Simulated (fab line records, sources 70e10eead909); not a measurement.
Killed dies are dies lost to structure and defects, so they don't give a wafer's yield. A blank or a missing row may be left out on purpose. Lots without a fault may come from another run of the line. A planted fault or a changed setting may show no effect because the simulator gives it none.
Which tool did it? | flow nand_harc | 15 lots, 43 wafers sampled, at 6 steps of a route of 1159

WHAT THE GAUGES READ, wafer by wafer
NHARC_A_START_INSPECT_01. Usual: raw_defect_count 3.5, standard deviation 1.9.
lot  | measured     | on                | raw_defect_count | flag
L116 | day 6 15:22  | defect_inspect-02 | 9 3 4            |
L118 | day 6 17:56  | defect_inspect-01 | 4 4 6            |
L117 | day 6 22:50  | defect_inspect-02 | 7 2 6            |
L120 | day 7 11:48  | defect_inspect-02 | 0 6 4            |
L119 | day 7 14:28  | defect_inspect-02 | 2 7 6            |
L121 | day 7 21:50  | defect_inspect-01 | 0 4 2            |
L122 | day 7 22:34  | defect_inspect-02 | 3 3 8            |
L123 | day 8 07:57  | defect_inspect-02 | 1 2 5            |
L124 | day 8 09:16  | defect_inspect-02 | 3 1 2            |
L126 | day 8 21:57  | defect_inspect-02 | 2 2 8            |
L128 | day 9 17:12  | defect_inspect-02 | 3 5 5            |
L136 | day 11 13:20 | defect_inspect-02 | 3 1              |
L137 | day 11 18:49 | defect_inspect-01 | 3 1              |
L139 | day 11 22:37 | defect_inspect-01 | 2 6 6            |
L138 | day 11 23:05 | defect_inspect-01 | 3 2 1            |

NHARC_A_SOURCE_PLATE_INSPECT_08. Usual: raw_defect_count 63, standard deviation 24.
lot  | measured     | on                | raw_defect_count | flag
L116 | day 7 14:34  | defect_inspect-01 | 47 56 73         |
L118 | day 7 14:34  | defect_inspect-02 | 44 16 57         |
L117 | day 7 22:34  | defect_inspect-01 | 52 41 67         |
L120 | day 8 11:13  | defect_inspect-02 | 30 58 42         |
L119 | day 8 11:13  | defect_inspect-01 | 46 29 25         |
L121 | day 8 21:23  | defect_inspect-02 | 69 98 122        |
L122 | day 8 21:23  | defect_inspect-01 | 53 41 33         |
L123 | day 9 06:33  | defect_inspect-01 | 53 83 51         |
L124 | day 9 06:33  | defect_inspect-02 | 78 91 74         |
L126 | day 9 20:47  | defect_inspect-02 | 70 101 44        |
L128 | day 10 15:56 | defect_inspect-01 | 77 92 46         |
L136 | day 12 13:40 | defect_inspect-01 | 39 37            |
L137 | day 12 17:46 | defect_inspect-02 | 67 39            |
L139 | day 12 21:12 | defect_inspect-01 | 79 69 79         |
L138 | day 12 21:12 | defect_inspect-02 | 97 38 86         |

NHARC_A_ONON_D1_THK_MEAS_21: measures by ellipsometry. Usual: thk_nm 997 nm, standard deviation 8.5.
lot  | measured     | on            | thk_nm (nm)    | flag
L116 | day 8 03:17  | film_metro-02 | 993 994 993    |
L118 | day 8 03:17  | film_metro-01 | 1000 998 999   |
L117 | day 8 09:05  | film_metro-02 | 988 990 991    |
L120 | day 8 21:46  | film_metro-01 | 1006 1005 1005 |
L119 | day 8 21:46  | film_metro-02 | 1002 1002 1001 |
L121 | day 9 08:11  | film_metro-01 | 1010 1009 1009 |
L122 | day 9 08:11  | film_metro-02 | 999 998 998    |
L123 | day 9 18:32  | film_metro-02 | 993 992 992    |
L124 | day 9 18:33  | film_metro-01 | 992 992 992    |
L126 | day 10 09:21 | film_metro-02 | 991 991 992    |
L128 | day 11 02:30 | film_metro-01 | 992 994 993    |
L136 | day 13 00:59 | film_metro-02 | 1576 999       | OFF
L137 | day 13 04:20 | film_metro-01 | 1574 1573      | OFF
L139 | day 13 07:48 | film_metro-02 | 1011 1012 1011 |
L138 | day 13 07:49 | film_metro-01 | 1005 1003 1584 | OFF

NHARC_END_SORT_01. Usual: killed_at_array 27, standard deviation 8.8; killed_at_other 0.4, standard deviation 0.82; killed_at_periphery 3.1, standard deviation 2.1; killed_dies 31, standard deviation 8.8; killed_open 3.3, standard deviation 2; killed_short 2.0, standard deviation 1.4.
lot  | measured     | on        | killed_at_array | killed_at_other | killed_at_periphery | killed_dies | killed_open | killed_short | flag
L128 | day 22 04:11 | prober-01 | 25              | 0               | 1                   | 26          | 3           | 2            |
L136 | day 24 12:45 | prober-02 | 672 30          | 1 1             | 4 3                 | 677 34      | 3 2         | 1 2          | OFF
L137 | day 24 09:41 | prober-01 | 674 676         | 0 0             | 3 1                 | 677 677     | 2 1         | 0 2          | OFF
L138 | day 24 18:07 | prober-02 | 53 41 676       | 0 0 0           | 0 4 1               | 53 45 677   | 2 7 6       | 0 1 2        | OFF

WHICH TOOL RAN EACH LOT (tool, then ch and the chambers of the sampled wafers, then the start)
lot  | NHARC_A_ONON_D1_DEP_19           | NHARC_A_CHANNEL_HOLE_D1_DEP_00
L116 | pecvd_onon-03 ch 0, day 8 02:50  | acl_dep-03 ch 0, day 8 07:56
L118 | pecvd_onon-01 ch 0, day 8 02:57  | acl_dep-01 ch 0, day 8 10:06
L117 | pecvd_onon-01 ch 0, day 8 08:34  | acl_dep-03 ch 0, day 8 16:38
L120 | pecvd_onon-01 ch 0, day 8 21:19  | acl_dep-02 ch 0, day 9 02:08
L119 | pecvd_onon-02 ch 0, day 8 21:16  | acl_dep-03 ch 0, day 9 02:23
L121 | pecvd_onon-02 ch 0, day 9 07:51  | acl_dep-02 ch 0, day 9 11:51
L122 | pecvd_onon-03 ch 0, day 9 07:50  | acl_dep-01 ch 0, day 9 11:49
L123 | pecvd_onon-02 ch 0, day 9 18:02  | acl_dep-01 ch 0, day 9 20:59
L124 | pecvd_onon-03 ch 0, day 9 18:02  | acl_dep-02 ch 0, day 9 21:05
L126 | pecvd_onon-01 ch 0, day 10 08:50 | acl_dep-02 ch 0, day 10 11:40
L128 | pecvd_onon-01 ch 0, day 11 02:06 | acl_dep-01 ch 0, day 11 05:28
L136 | pecvd_onon-03 ch 0, day 13 00:43 | acl_dep-03 ch 0, day 13 04:53
L137 | pecvd_onon-03 ch 0, day 13 03:50 | -
L139 | pecvd_onon-01 ch 0, day 13 07:18 | acl_dep-03 ch 0, day 13 11:31
L138 | pecvd_onon-03 ch 0, day 13 07:22 | acl_dep-02 ch 0, day 13 12:52
- NHARC_A_ONON_D1_DEP_19: target thk 1000 nm.
- NHARC_A_CHANNEL_HOLE_D1_DEP_00: deposits aC, target thk 3100 nm.

WHAT THE TOOLS THEMSELVES READ (means of the sampled wafers that have a number; where no wafer has one, the mark that the record gives instead)
NHARC_A_ONON_D1_DEP_19. Usual: n2o_flow_sccm 2000 sccm, standard deviation 5.3.
lot  | tool          | n2o_flow_sccm (sccm) | flag
L116 | pecvd_onon-03 | 1997                 |
L118 | pecvd_onon-01 | 1999                 |
L117 | pecvd_onon-01 | 1999                 |
L120 | pecvd_onon-01 | 2001                 |
L119 | pecvd_onon-02 | 1997                 |
L121 | pecvd_onon-02 | 1999                 |
L122 | pecvd_onon-03 | 1999                 |
L123 | pecvd_onon-02 | 1995                 |
L124 | pecvd_onon-03 | 2006                 |
L126 | pecvd_onon-01 | 1997                 |
L128 | pecvd_onon-01 | 2000                 |
L136 | pecvd_onon-03 | 2008                 |
L137 | pecvd_onon-03 | 1998                 |
L139 | pecvd_onon-01 | 1997                 |
L138 | pecvd_onon-03 | 1998                 |

NHARC_A_CHANNEL_HOLE_D1_DEP_00. Usual: throttle_valve_pct 35.001 %, standard deviation 0.0084.
lot  | tool       | throttle_valve_pct (%) | flag
L116 | acl_dep-03 | 35.001                 |
L118 | acl_dep-01 | 35.004                 |
L117 | acl_dep-03 | 34.990                 |
L120 | acl_dep-02 | 34.996                 |
L119 | acl_dep-03 | 34.992                 |
L121 | acl_dep-02 | 34.998                 |
L122 | acl_dep-01 | 34.998                 |
L123 | acl_dep-01 | 34.996                 |
L124 | acl_dep-02 | 35.005                 |
L126 | acl_dep-02 | 35.001                 |
L128 | acl_dep-01 | 35.009                 |
L136 | acl_dep-03 | 35.013                 |
L139 | acl_dep-03 | 35.009                 |
L138 | acl_dep-02 | 35.005                 |

THE ANSWER, worked out from the rows above alone
Rule: a lot is off if the mean of its wafers that have a number lies more than 3 standard deviations from the usual mean. A lot without any number at a reading at which 4 lots or more have one is off too. The other lots that the step has rows for count as sound. The gauges are gone through in route order, then the tools' own readings, and for those a lot's mean is taken as printed above. The first step at which some lot is off is used, and at that step the reading that is off furthest; a lot without a number counts as furthest.
Off: L136, L137, L138, at NHARC_A_ONON_D1_THK_MEAS_21 (thk_nm).
A tool fits if, at a process step before that reading, it ran every lot that is off, and no sound lot after the first of them. The gauges at NHARC_A_ONON_D1_THK_MEAS_21 aren't tried: what is off there is off at NHARC_END_SORT_01 too, on other tools, and a gauge's error can't cause that. One fits: pecvd_onon-03 at NHARC_A_ONON_D1_DEP_19. Its last sound lot is L124 (day 9 18:02), its first lot that is off L136 (day 13 00:43): a fault that began between those two fits.

WHAT THE SIMULATOR HAD PUT IN
Process parameter drift: pecvd_onon-03, from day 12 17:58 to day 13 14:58, at NHARC_A_ONON_D1_DEP_19. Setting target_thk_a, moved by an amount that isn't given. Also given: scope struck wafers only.
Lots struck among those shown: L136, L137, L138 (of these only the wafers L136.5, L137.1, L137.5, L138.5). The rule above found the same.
